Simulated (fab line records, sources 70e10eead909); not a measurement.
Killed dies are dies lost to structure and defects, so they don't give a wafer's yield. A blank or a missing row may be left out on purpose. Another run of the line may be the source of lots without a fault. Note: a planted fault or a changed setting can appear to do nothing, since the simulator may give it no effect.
fab line records | flow nandHarc | part 1 of 2: steps 1 to 23 of 31
record: lots: 5 wafers: 15 lastDay: 30
route steps=1302 shown A_STAIRCASE@822
lots that met no fault: taken from a fault-free run of the same line
startH: start of the lot's first displayed wafer, in hours after the record's first day | waitH: hours elapsed since this lot's preceding step | " as in the row above | L1.1+2: one row covering several wafers at once | - no value present, or no start provided | * or withheld: withheld | < > ~ a bound
route shown NAME@n: a module of which the file shows steps, and the number in the route of the first | usual: mean/standard deviation taken from wafers without a fault | same: alike in all rows | chamber/n: place in a boat | sites: readings site by site | _std_site: the values' standard deviation | _edge_site: the outer-site mean with the inner-site mean subtracted | radiusMm: how far each site lies from the wafer's centre | mask NAME#n: copy n | behind: tool/chamber where the wafer was last shaped | hold: reason for holding the lot/hours on hold/outcome of the hold | device: names the non-switching transistor (n, p or np) | end of line: the tests these same wafers got at the end of their route | a step with no rows: only its recipe | killed: count of dies lost to structure and defects at first sort (not the wafer's yield) | map: shows each die of a wafer: x if killed, . if not, _ if none is there
set.NAME: the setting that was run; set.NAME@STEP: the one run at that earlier step | model.NAME: the simulator's own value behind a step, which no gauge read
lots at selected steps of the route; one table per step, one row per wafer
services: when a tool's chamber went out of use (startH, in hours from the record's first day, below 0 if earlier), for how many hours, and the reason
== steps ==
step: NHARC_A_STAIRCASE_COAT_304
recipe: spinRpm: 1200
columns lot.wafer tool chamber startH waitH
L074.4+5+6 lithoTrack-05 0 - -
L079.4+5+6 lithoTrack-02 0 - -
L081.2+4+6 lithoTrack-02 0 - -
L083.3+4+5 lithoTrack-05 0 - -
L088.1+3+6 lithoTrack-02 0 - -
step: NHARC_A_STAIRCASE_SOFTBAKE_305
recipe: tempC: 135 timeS: 170
columns lot.wafer tool chamber startH waitH
L074.4+5+6 lithoTrack-05 0 - -
L079.4+5+6 lithoTrack-02 0 - -
L081.2+4+6 lithoTrack-02 0 - -
L083.3+4+5 lithoTrack-05 0 - -
L088.1+3+6 lithoTrack-02 0 - -
step: NHARC_A_STAIRCASE_EBR_306
columns lot.wafer tool chamber startH waitH
L074.4+5+6 lithoTrack-05 0 - -
L079.4+5+6 lithoTrack-02 0 - -
L081.2+4+6 lithoTrack-02 0 - -
L083.3+4+5 lithoTrack-05 0 - -
L088.1+3+6 lithoTrack-02 0 - -
step: NHARC_A_STAIRCASE_EXPOSE_307
recipe: na: 0.5 doseMj: 45.72 maskId: CHOP_50
columns lot.wafer tool chamber startH waitH mask
L074.4+5+6 krfScanner-04 0 400.32 - CHOP_50#0
L079.4+5+6 krfScanner-03 0 433.83 - CHOP_50#0
L081.2+4+6 krfScanner-01 0 451.07 - CHOP_50#0
L083.3+4+5 krfScanner-03 0 470.18 - CHOP_50#0
L088.1+3+6 krfScanner-01 0 535.63 - CHOP_50#0
step: NHARC_A_STAIRCASE_PEB_308
recipe: pebTempC: 115 pebTimeS: 130
columns lot.wafer tool chamber startH waitH
L074.4+5+6 lithoTrack-07 0 400.37 0.0
L079.4+5+6 lithoTrack-05 0 433.88 0.0
L081.2+4+6 lithoTrack-02 0 451.13 0.1
L083.3+4+5 lithoTrack-05 0 470.23 0.1
L088.1+3+6 lithoTrack-02 0 535.69 0.1
step: NHARC_A_STAIRCASE_DEVELOP_309
recipe: timeS: 140
columns lot.wafer tool chamber startH waitH
L074.4+5+6 lithoTrack-07 0 - -
L079.4+5+6 lithoTrack-05 0 - -
L081.2+4+6 lithoTrack-02 0 - -
L083.3+4+5 lithoTrack-05 0 - -
L088.1+3+6 lithoTrack-02 0 - -
step: NHARC_A_STAIRCASE_HARDBAKE_311
recipe: tempC: 120 timeS: 140
columns lot.wafer tool chamber startH waitH
L074.4+5+6 lithoTrack-07 0 400.60 -
L079.4+5+6 lithoTrack-05 0 434.11 -
L081.2+4+6 lithoTrack-07 0 451.35 -
L083.3+4+5 lithoTrack-07 0 470.46 -
L088.1+3+6 lithoTrack-07 0 535.91 -
step: NHARC_A_STAIRCASE_DESCUM_312
recipe: timeS: 3 o2FlowSccm: 200 arFlowSccm: 0 biasPowerW: 0 chemistry: O2
usual: drypumpMotorCurrentA: 5.7/0.41 oesProductAu: 1.000/0.0085 rfVppV: 57.8/0.97 showerheadPlenumPTorr: 1.92/0.12 throttleValvePct: 11.311/0.0093
columns lot.wafer tool chamber startH waitH drypumpMotorCurrentA oesProductAu rfHoursCounterH rfVppV showerheadPlenumPTorr throttleValvePct
L074.4 rieDiel-09 0 400.70 - 5.8 0.998 26 57.8 1.76 11.299
L074.6 " 2 " " 6.0 0.992 - 56.7 1.80 11.315
L074.5 " 3 " " 5.6 1.000 - 58.4 2.07 11.308
L079.6 rieDiel-04 2 434.22 - 5.4 1.003 - 57.2 1.79 11.312
L079.5 " 3 " " 5.5 1.008 - 57.3 1.87 11.336
L079.4 " 1 " " 5.0 1.009 - 58.8 1.77 11.300
L081.2 rieDiel-01 1 451.45 - 5.8 0.994 24 55.9 1.83 11.303
L081.4 " 3 " " 6.8 0.999 17 58.7 2.07 11.313
L081.6 " 0 " " 5.4 0.994 - 58.8 1.85 11.299
L083.3 rieDiel-01 2 470.55 - 5.8 1.020 26 57.8 1.96 11.309
L083.4 " 1 " " 5.8 0.997 28 58.1 1.83 11.308
L083.5 " 2 " " 5.8 1.009 - 58.1 1.96 11.314
L088.1 rieDiel-09 0 536.02 - 5.9 0.996 11 57.0 2.07 11.304
L088.3 " 1 " " 5.9 0.998 12 58.6 1.98 11.314
L088.6 " 3 " " 5.6 1.006 - 58.4 2.05 11.317
step: NHARC_A_STAIRCASE_ETCH_313
recipe: cf4FlowSccm: 100 chf3FlowSccm: 30 arFlowSccm: 0 rfW: 500 biasW: 200 chemistry: CF4/CHF3
usual: cf4FlowSccm: 100.0/0.31 drypumpMotorCurrentA: 5.7/0.44 oesProductAu: 0.926/0.0083 rfFwdPowerW: 497.6/1.7 rfVppV: 371/3.1 showerheadPlenumPTorr: 1.58/0.091 throttleValvePct: 16.803/0.0085
columns lot.wafer tool chamber startH waitH cf4FlowSccm drypumpMotorCurrentA oesProductAu rfFwdPowerW rfHoursCounterH rfVppV showerheadPlenumPTorr throttleValvePct
L074.4 rieDiel-09 3 400.76 0.1 100.1 5.5 0.922 494.3 28 373 1.69 16.802
L074.6 " 3 " " 99.8 5.5 0.927 496.5 - 376 1.69 16.805
L074.5 " 0 " " 100.2 5.8 0.925 501.6 - 367 1.46 16.807
L079.6 rieDiel-04 3 434.33 0.1 99.7 5.4 0.930 497.6 - 371 1.54 16.785
L079.5 " 1 " " 100.0 5.0 0.924 494.8 - 367 1.46 16.808
L079.4 " 2 " " 99.5 5.4 0.925 498.5 - 367 1.48 16.791
L081.4 rieDiel-01 1 451.55 0.1 99.9 5.8 0.921 498.5 24 369 1.51 16.798
L081.2 " 2 " " 99.4 5.8 0.925 497.2 22 374 1.61 16.797
L081.6 " 0 " " 100.5 5.3 0.957 499.5 - 369 1.53 16.817
L083.4 rieDiel-01 3 470.64 0.1 100.2 6.8 0.928 494.2 22 374 1.69 16.802
L083.3 " 1 " " 100.5 5.9 0.916 497.8 28 369 1.51 16.784
L083.5 " 3 " " 99.5 6.8 0.927 496.2 - 375 1.69 16.792
L088.1 rieDiel-09 3 536.14 0.1 99.4 5.5 0.932 497.3 9 373 1.68 16.815
L088.3 " 1 " " 99.9 5.8 0.923 499.1 12 372 1.63 16.809
L088.6 " 3 " " 99.6 5.5 0.932 497.2 - 375 1.68 16.810
step: NHARC_A_STAIRCASE_HM_OPEN_463
recipe: o2FlowSccm: 400 cosFlowSccm: 20 arFlowSccm: 0 rfW: 500 biasW: 300 chemistry: O2/COS
usual: cosFlowSccm: 20.00/0.06 drypumpMotorCurrentA: 5.8/0.44 oesProductAu: 1.000/0.0081 rfFwdPowerW: 499.1/1.5 rfVppV: 467/3.8 showerheadPlenumPTorr: 3.12/0.18 throttleValvePct: 28.331/0.0094
columns lot.wafer tool chamber startH waitH cosFlowSccm drypumpMotorCurrentA oesProductAu rfFwdPowerW rfHoursCounterH rfVppV showerheadPlenumPTorr throttleValvePct
L074.4 rieDiel-09 2 - - 20.08 6.0 0.992 499.1 25 464 2.94 28.329
L074.5 " 3 " " 20.02 5.6 0.992 496.0 - 472 3.36 28.342
L074.6 " 0 " " 19.90 5.8 1.003 497.8 - 463 2.89 28.329
L079.6 rieDiel-04 1 - - 19.92 5.0 0.993 498.4 - 462 2.90 28.340
L079.4 " 2 " " 20.00 5.4 1.001 499.7 - 465 2.93 28.338
L079.5 " 3 " " 20.04 5.4 1.003 499.0 - 466 3.05 28.333
L081.2 rieDiel-01 3 - - 19.97 6.9 1.005 499.2 17 472 3.36 28.346
L081.4 " 1 " " 19.97 5.9 1.003 498.9 24 464 2.99 28.331
L081.6 " 0 " " 20.05 5.4 1.004 496.2 - 465 3.03 28.344
L083.3 rieDiel-01 2 - - 19.94 5.9 1.010 500.8 27 470 3.20 28.340
L083.4 " 1 " " 19.99 5.9 0.995 501.1 28 465 2.99 28.340
L083.5 " 3 " " 20.06 6.8 0.996 499.0 - 472 3.36 28.330
L088.1 rieDiel-09 2 - - 20.01 6.0 1.005 498.8 10 463 2.92 28.327
L088.3 " 3 " " 20.02 5.6 1.003 500.1 9 471 3.34 28.349
L088.6 " 2 " " 20.02 6.0 1.006 500.7 - 463 2.92 28.339
step: NHARC_A_STAIRCASE_STRIP_464
recipe: o2FlowSccm: 400 cosFlowSccm: 20 arFlowSccm: 0 biasW: 0 chemistry: O2/COS
columns lot.wafer tool chamber startH waitH
L074.4+6+5 rieDiel-09 2,3,0 - -
L079.4+5+6 rieDiel-04 3,1,2 - -
L081.4+2+6 rieDiel-01 0,2,1 - -
L083.3+4+5 rieDiel-01 1,2,2 - -
L088.1+3+6 rieDiel-09 0,3,1 - -
step: NHARC_A_STAIRCASE_ETCH_453
recipe: targetDepthA: 300 overetchA: 30 timeS: 16.5 ionEnergyEv: 100 cf4FlowSccm: 80 o2FlowSccm: 20 arFlowSccm: 0 rfW: 300 biasW: 100 chemistry: CF4/O2
usual: cf4FlowSccm: 79.99/0.21 drypumpMotorCurrentA: 5.7/0.42 oes_o_777_au: 1.000/0.0049 oesProductAu: 0.998/0.0083 rfFwdPowerW: 294.9/1.3 rfVppV: 197.9/1.9 showerheadPlenumPTorr: 1.34/0.079 throttleValvePct: 13.397/0.0087
columns lot.wafer tool chamber startH waitH cf4FlowSccm drypumpMotorCurrentA oes_o_777_au oesProductAu rfFwdPowerW rfHoursCounterH rfVppV showerheadPlenumPTorr throttleValvePct
L074.4 rieDiel-09 1 - - 80.17 5.9 1.001 1.006 294.3 22 198.5 1.39 13.397
L074.6 " 2 " " 79.64 6.0 0.999 0.995 295.0 - 196.7 1.25 13.385
L074.5 " 3 " " 80.20 5.5 0.995 0.997 295.0 - 199.9 1.44 13.409
L079.6 rieDiel-04 2 - - 80.14 5.4 0.992 1.005 295.8 - 197.0 1.25 13.404
L079.5 " 3 " " 79.99 5.4 1.000 1.004 293.9 - 196.9 1.30 13.402
L079.4 " 1 " " 80.09 5.0 0.990 1.000 293.0 - 196.0 1.24 13.382
L081.2 rieDiel-01 1 - - 79.94 5.8 1.007 0.992 294.9 24 196.0 1.28 13.400
L081.4 " 3 " " 79.94 6.8 1.001 1.004 295.7 17 200.9 1.44 13.385
L081.6 " 0 " " 79.70 5.4 0.999 1.004 297.2 - 196.5 1.29 13.398
L083.3 rieDiel-01 3 - - 80.12 6.8 1.001 0.995 296.1 23 199.8 1.44 13.392
L083.4 " 2 " " 80.01 5.8 1.000 1.006 295.7 27 198.6 1.37 13.414
L083.5 " 0 " " 79.85 5.4 0.998 0.992 295.8 - 196.5 1.29 13.393
L088.1 rieDiel-09 3 - - 79.71 5.6 0.992 0.996 293.5 9 199.8 1.43 13.385
L088.3 " 1 " " 79.83 5.8 0.998 0.991 295.8 12 199.5 1.38 13.398
L088.6 " 3 " " 80.05 5.6 0.999 1.010 293.4 - 200.9 1.43 13.407
step: NHARC_A_STAIRCASE_ETCH_315
recipe: targetDepthA: 25000 timeS: 607.1 ionEnergyEv: 800 c4f8FlowSccm: 80 o2FlowSccm: 60 arFlowSccm: withheld rfW: 600 biasW: 3000 chemistry: C4F8/O2/Ar
usual: oesProductAu: 0.930/0.0078 rfFwdPowerW: 599.4/2 rfVppV: 1827/15
columns lot.wafer tool chamber startH waitH oesProductAu rfFwdPowerW rfHoursCounterH rfVppV
L074.4 rieDiel-09 1 - - 0.932 597.6 22 1836
L074.5 " 3 " " 0.918 602.5 - 1846
L074.6 " 0 " " 0.929 595.3 - 1807
L079.6 rieDiel-04 1 - - 0.929 599.1 - 1808
L079.5 " 2 " " 0.931 599.7 - 1811
L079.4 " 3 " " 0.947 604.4 - 1821
L081.4 rieDiel-01 0 - - 0.940 598.5 20 1818
L081.2 " 1 " " 0.932 600.3 24 1816
L081.6 " 0 " " 0.937 599.9 - 1818
L083.4 rieDiel-01 0 - - 0.930 601.6 25 1820
L083.3 " 3 " " 0.923 596.6 23 1845
L083.5 " 1 " " 0.917 599.6 - 1816
L088.1 rieDiel-09 2 - - 0.931 601.4 11 1810
L088.3 " 3 " " 0.938 603.5 9 1844
L088.6 " 0 " " 0.919 600.5 - 1846
step: NHARC_A_STAIRCASE_STRIP_316
recipe: o2FlowSccm: 500 arFlowSccm: 0 biasW: 0 chemistry: O2
usual: drypumpMotorCurrentA: 5.8/0.44 oesProductAu: 1.000/0.0075 rfVppV: 57.8/0.89 showerheadPlenumPTorr: 3.53/0.2 throttleValvePct: 17.037/0.0094
columns lot.wafer tool chamber startH waitH drypumpMotorCurrentA oesProductAu rfHoursCounterH rfVppV showerheadPlenumPTorr throttleValvePct
L074.4 rieDiel-09 2 - - 6.0 1.002 25 56.6 3.32 17.040
L074.5 " 0 " " 5.8 0.999 - 57.0 3.27 17.058
L074.6 " 1 " " 5.9 1.005 - 57.4 3.67 17.032
L079.6 rieDiel-04 3 - - 5.5 1.004 - 57.3 3.45 17.047
L079.5 " 1 " " 5.0 1.002 - 57.6 3.28 17.014
L079.4 " 2 " " 5.4 1.004 - 57.3 3.32 17.039
L081.4 rieDiel-01 1 - - 5.9 0.981 24 57.6 3.39 17.039
L081.2 " 2 " " 5.9 1.014 22 57.4 3.61 17.040
L081.6 " 3 " " 6.8 1.005 - 58.7 3.80 17.036
L083.4 rieDiel-01 2 - - 5.9 1.023 27 57.2 3.61 17.047
L083.3 " 0 " " 5.4 0.999 25 56.4 3.42 17.056
L083.5 " 2 " " 5.8 1.012 - 57.6 3.61 17.024
L088.3 rieDiel-09 2 - - 6.0 0.988 11 57.5 3.30 17.031
L088.1 " 3 " " 5.6 0.998 9 57.8 3.77 17.051
L088.6 " 2 " " 6.0 1.000 - 56.6 3.30 17.050
step: NHARC_A_STAIRCASE_STRIP_317
recipe: timeS: 900 tempC: 130 chemistry: SPM
columns lot.wafer tool chamber startH waitH
L074.6+4+5 wetBench-02 3,5,6 402.07 -
L079.5+6+4 wetBench-07 1,4,6 435.76 -
L081.2+4+6 wetBench-07 2,4,6 452.79 -
L083.3+4+5 wetBench-07 7,1,3 472.48 -
L088.1+6+3 wetBench-06 5,6,1 537.39 -
step: NHARC_A_STAIRCASE_PRECLEAN_318
recipe: timeS: * tempC: 50 bathAgeMin: 0 chemistry: SC1
columns lot.wafer tool chamber startH waitH
L074.6+4+5 wetBench-02 3,5,6 - -
L079.5+6+4 wetBench-07 1,4,6 - -
L081.2+4+6 wetBench-07 2,4,6 - -
L083.3+4+5 wetBench-07 7,1,3 - -
L088.1+6+3 wetBench-06 5,6,1 - -
step: NHARC_A_STAIRCASE_SRD_329
columns lot.wafer tool chamber startH waitH
L074.6+4+5 wetBench-02 3,5,6 - -
L079.5+6+4 wetBench-07 1,4,6 - -
L081.2+4+6 wetBench-07 2,4,6 - -
L083.3+4+5 wetBench-07 7,1,3 - -
L088.1+6+3 wetBench-06 5,6,1 - -
step: NHARC_A_STAIRCASE_ALD_415
recipe: targetThkA: 300 pulseTimeS: 6 aldCycles: 300 tempC: 300 material: SiO2
usual: heaterPowerW: 472/38 precursorPulseHeightRel: 1.003/0.018
same: pulseTimeS: 6
columns lot.wafer tool chamber startH waitH heaterPowerW precursorPulseHeightRel sinceWetCleanH
L074.4 aldHk-02 0 402.58 0.1 484 0.993 44
L074.6 " 0 " " 497 1.002 -
L074.5 " 1 " " 484 0.974 -
L079.4 aldHk-02 0 436.28 0.1 480 1.008 78
L079.6 " 0 " " 495 1.015 -
L079.5 " 1 " " 480 1.024 -
L081.4 aldHk-02 1 453.31 0.1 500 1.004 95
L081.2 " 0 " " 497 0.997 96
L081.6 " 1 " " 476 1.005 -
L083.4 aldHk-02 0 472.99 0.1 483 1.028 115
L083.3 " 2 " " 408 1.001 115
L083.5 " 0 " " 483 1.008 -
L088.1 aldHk-04 0 538.14 0.3 476 1.008 95
L088.3 " 1 " " 474 1.014 95
L088.6 " 0 " " 475 1.016 -
step: NHARC_A_STAIRCASE_ETCHBACK_416
recipe: targetDepthA: 360 timeS: 7.2 c4f8FlowSccm: withheld o2FlowSccm: 8 arFlowSccm: withheld rfW: 600 biasW: 800 chemistry: C4F8/O2/Ar
usual: oesProductAu: 0.929/0.017 rfFwdPowerW: 587.1/2.5 rfVppV: 724/6.1
columns lot.wafer tool chamber startH waitH oesProductAu rfFwdPowerW rfHoursCounterH rfVppV
L074.4 rieDiel-09 3 - - 0.925 586.8 29 731
L074.6 " 0 " " 0.932 588.6 - 717
L074.5 " 1 " " 0.936 584.4 - 727
L079.4 rieDiel-01 1 - - 0.922 588.5 19 720
L079.5 " 2 " " 0.936 586.4 - 726
L079.6 " 3 " " 0.921 589.7 - 732
L081.4 rieDiel-09 1 - - 0.933 587.9 39 728
L081.2 " 2 " " 0.930 584.9 46 717
L081.6 " 2 " " 0.922 588.0 - 716
L083.3 rieDiel-09 1 - - 0.937 584.1 46 728
L083.4 " 2 " " 0.926 585.6 52 716
L083.5 " 0 " " 0.926 585.5 - 714
L088.3 rieDiel-01 3 - - 0.924 590.7 47 729
L088.1 " 0 " " 0.922 587.6 48 720
L088.6 " 3 " " 0.917 590.4 - 729
step: NHARC_A_STAIRCASE_STRIP_476
recipe: timeS: 20 o2FlowSccm: 500 arFlowSccm: 0 biasW: 0 chemistry: O2
usual: drypumpMotorCurrentA: 5.7/0.36 oesProductAu: 0.998/0.008 rfVppV: 57.8/1 showerheadPlenumPTorr: 3.52/0.2 throttleValvePct: 17.037/0.0094
columns lot.wafer tool chamber startH waitH drypumpMotorCurrentA oesProductAu rfHoursCounterH rfVppV showerheadPlenumPTorr throttleValvePct
L074.4 rieDiel-09 0 404.74 0.1 5.9 1.000 27 56.5 3.27 17.038
L074.6 " 1 " " 5.9 1.007 - 58.6 3.67 17.029
L074.5 " 2 " " 6.0 1.010 - 56.7 3.32 17.036
L079.4 rieDiel-01 0 438.94 0.6 5.3 0.977 18 58.0 3.42 17.038
L079.6 " 1 " " 5.8 0.984 - 59.0 3.39 17.030
L079.5 " 2 " " 5.9 0.998 - 57.7 3.62 17.035
L081.4 rieDiel-09 3 455.48 0.1 5.5 0.991 46 59.3 3.78 17.018
L081.2 " 1 " " 5.9 1.001 39 58.5 3.66 17.034
L081.6 " 0 " " 5.8 0.993 - 57.4 3.26 17.035
L083.3 rieDiel-09 0 475.15 0.1 5.9 0.992 46 56.6 3.26 17.053
L083.4 " 2 " " 6.0 1.007 52 55.9 3.31 17.047
L083.5 " 1 " " 5.9 0.994 - 58.3 3.65 17.034
L088.1 rieDiel-01 0 540.50 0.1 5.4 0.993 48 58.4 3.41 17.024
L088.3 " 2 " " 5.9 1.011 52 58.2 3.60 17.039
L088.6 " 0 " " 5.4 0.997 - 58.3 3.41 17.030
step: NHARC_A_STAIRCASE_DEP_417
recipe: targetThkA: 600 stepCoveragePct: 20 tempC: 400 targetThkNm: 60 flowSccm: 200 rfW: 450 material: Si3N4
usual: heaterPowerW: 728/73 rfFwdPowerW: 449.0/1.3 showerheadVppV: 1276/54
columns lot.wafer tool chamber startH waitH heaterPowerW rfFwdPowerW showerheadVppV sinceWetCleanH
L074.6 pecvd-04 1 404.96 - 790 449.2 1293 -
L074.5 " 2 " " 748 450.2 1218 -
L074.4 " 0 " " 794 448.6 1333 -
L079.4 pecvd-04 2 439.16 - 617 447.9 1229 -
L079.5 " 2 " " 633 448.5 1251 -
L079.6 " 1 " " 797 448.6 1273 -
L081.2 pecvd-01 1 455.67 - 695 450.0 1256 132
L081.4 " 2 " " 539 449.2 1163 -
L081.6 " 1 " " 696 449.2 1251 -
L083.3 pecvd-03 1 475.29 - 810 449.1 1249 96
L083.4 " 0 " " 751 447.8 1314 -
L083.5 " 2 " " 685 450.2 1327 -
L088.1 pecvd-04 2 540.68 - 673 448.3 1225 77
L088.3 " 1 " " 831 448.8 1259 77
L088.6 " 0 " " 649 449.4 1379 -
step: NHARC_A_STAIRCASE_WET_418
recipe: tempC: 160 targetDepthA: 200 chemistry: H3PO4
columns lot.wafer tool chamber startH waitH
L074.4+5+6 wetH3po4-01 0 406.82 -
L079.4+5+6 wetH3po4-02 1 441.16 1.9
L081.2+4+6 wetH3po4-01 0 457.57 -
L083.3+4+5 wetH3po4-01 0 476.26 -
L088.1+3+6 wetH3po4-02 1 547.09 -
step: NHARC_A_STAIRCASE_PRECLEAN_419
recipe: timeS: * tempC: 50 bathAgeMin: 0 chemistry: SC1
columns lot.wafer tool chamber startH waitH
L074.6+4+5 wetBench-02 5,7,0 407.41 0.0
L079.6+4+5 wetBench-02 5,7,1 441.74 0.0
L081.2+6+4 wetBench-07 6,0,1 458.16 0.0
L083.4+3+5 wetBench-02 3,4,5 476.84 0.0
L088.1+3+6 wetBench-02 7,3,4 547.67 0.0
